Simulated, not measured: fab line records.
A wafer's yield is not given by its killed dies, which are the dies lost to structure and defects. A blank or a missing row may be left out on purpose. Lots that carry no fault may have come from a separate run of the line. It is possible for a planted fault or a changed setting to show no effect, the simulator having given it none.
Chamber matching / flow n5Finfet / N5_MIM_TOP_ETCH_PECVD_03 on pecvd-04: 3 sister chambers
The step deposits SiNx from SiH4/NH3/N2, target thk 20 nm, time 17.6 s. 18 wafers are shown with their chamber, then 9 later ones without.

## WAFERS, EACH WITH ITS CHAMBER
wafer=L074.4; chamber=0; showerheadPlenumPTorr (Torr)=5.17; throttleValvePct (%)=38.0; heaterPowerW (W)=918
wafer=L074.5; chamber=2; showerheadPlenumPTorr (Torr)=5.04; throttleValvePct (%)=36.4; heaterPowerW (W)=679
wafer=L074.6; chamber=1; showerheadPlenumPTorr (Torr)=5.07; throttleValvePct (%)=38.2; heaterPowerW (W)=782
wafer=L078.1; chamber=1; showerheadPlenumPTorr (Torr)=5.07; throttleValvePct (%)=38.4; heaterPowerW (W)=810
wafer=L078.2; chamber=0; showerheadPlenumPTorr (Torr)=5.16; throttleValvePct (%)=38.1; heaterPowerW (W)=889
wafer=L078.4; chamber=0; showerheadPlenumPTorr (Torr)=5.17; throttleValvePct (%)=37.7; heaterPowerW (W)=872
wafer=L084.3; chamber=2; showerheadPlenumPTorr (Torr)=5.02; throttleValvePct (%)=36.7; heaterPowerW (W)=707
wafer=L084.4; chamber=0; showerheadPlenumPTorr (Torr)=5.16; throttleValvePct (%)=38.2; heaterPowerW (W)=948
wafer=L084.6; chamber=1; showerheadPlenumPTorr (Torr)=5.07; throttleValvePct (%)=38.4; heaterPowerW (W)=749
wafer=L082.1; chamber=1; showerheadPlenumPTorr (Torr)=5.07; throttleValvePct (%)=38.3; heaterPowerW (W)=718
wafer=L082.4; chamber=1; showerheadPlenumPTorr (Torr)=5.07; throttleValvePct (%)=38.6; heaterPowerW (W)=713
wafer=L082.5; chamber=2; showerheadPlenumPTorr (Torr)=5.03; throttleValvePct (%)=36.5; heaterPowerW (W)=798
wafer=L088.1; chamber=2; showerheadPlenumPTorr (Torr)=5.03; throttleValvePct (%)=36.5; heaterPowerW (W)=682
wafer=L088.2; chamber=1; showerheadPlenumPTorr (Torr)=5.06; throttleValvePct (%)=38.0; heaterPowerW (W)=769
wafer=L088.5; chamber=0; showerheadPlenumPTorr (Torr)=5.16; throttleValvePct (%)=38.2; heaterPowerW (W)=951
wafer=L091.2; chamber=1; showerheadPlenumPTorr (Torr)=5.06; throttleValvePct (%)=38.4; heaterPowerW (W)=789
wafer=L091.3; chamber=2; showerheadPlenumPTorr (Torr)=5.04; throttleValvePct (%)=37.0; heaterPowerW (W)=806
wafer=L091.5; chamber=0; showerheadPlenumPTorr (Torr)=5.15; throttleValvePct (%)=38.1; heaterPowerW (W)=973

SIGNATURES, as means of the wafers listed above
reading=showerheadPlenumPTorr; chamber 0=5.1617; chamber 1=5.0671; chamber 2=5.0320; scatter within a chamber=0.00686
reading=throttleValvePct; chamber 0=38.050; chamber 1=38.329; chamber 2=36.620; scatter within a chamber=0.203
reading=heaterPowerW; chamber 0=925.17; chamber 1=761.43; chamber 2=734.40; scatter within a chamber=45.7
Rule: a wafer's distance from a chamber is the root of the sum, over the readings, of the square of ((its reading less the chamber's mean) divided by the reading's scatter). The wafer belongs to the nearest chamber; if the next one is less than 2 further off, it can't be placed. The scatter: take each reading less its chamber's mean, square it, sum over the shown wafers, divide by the number of wafers less the number of chambers, and take the root.

## WAFERS WITH NO CHAMBER GIVEN
wafer=L092.1; showerheadPlenumPTorr (Torr)=5.06; throttleValvePct (%)=38.1; heaterPowerW (W)=750
wafer=L092.4; showerheadPlenumPTorr (Torr)=5.04; throttleValvePct (%)=37.0; heaterPowerW (W)=836
wafer=L092.6; showerheadPlenumPTorr (Torr)=5.16; throttleValvePct (%)=37.8; heaterPowerW (W)=959
wafer=L095.1; showerheadPlenumPTorr (Torr)=5.16; throttleValvePct (%)=37.7; heaterPowerW (W)=823
wafer=L095.5; showerheadPlenumPTorr (Torr)=5.17; throttleValvePct (%)=37.6; heaterPowerW (W)=836
wafer=L095.6; showerheadPlenumPTorr (Torr)=5.03; throttleValvePct (%)=37.2; heaterPowerW (W)=781
wafer=L097.3; showerheadPlenumPTorr (Torr)=5.16; throttleValvePct (%)=38.1; heaterPowerW (W)=820
wafer=L097.4; showerheadPlenumPTorr (Torr)=5.04; throttleValvePct (%)=36.9; heaterPowerW (W)=764
wafer=L097.6; showerheadPlenumPTorr (Torr)=5.17; throttleValvePct (%)=38.1; heaterPowerW (W)=792

## WHICH CHAMBER EACH ONE RAN IN
wafer=L092.1; from the rows above=1; in truth=1
wafer=L092.4; from the rows above=2; in truth=2
wafer=L092.6; from the rows above=0; in truth=0
wafer=L095.1; from the rows above=0; in truth=0
wafer=L095.5; from the rows above=0; in truth=0
wafer=L095.6; from the rows above=2; in truth=2
wafer=L097.3; from the rows above=0; in truth=0
wafer=L097.4; from the rows above=2; in truth=2
wafer=L097.6; from the rows above=0; in truth=0
9 of 9 placed correctly. From these rows, 0 cannot be placed. Placed wrongly: 0.
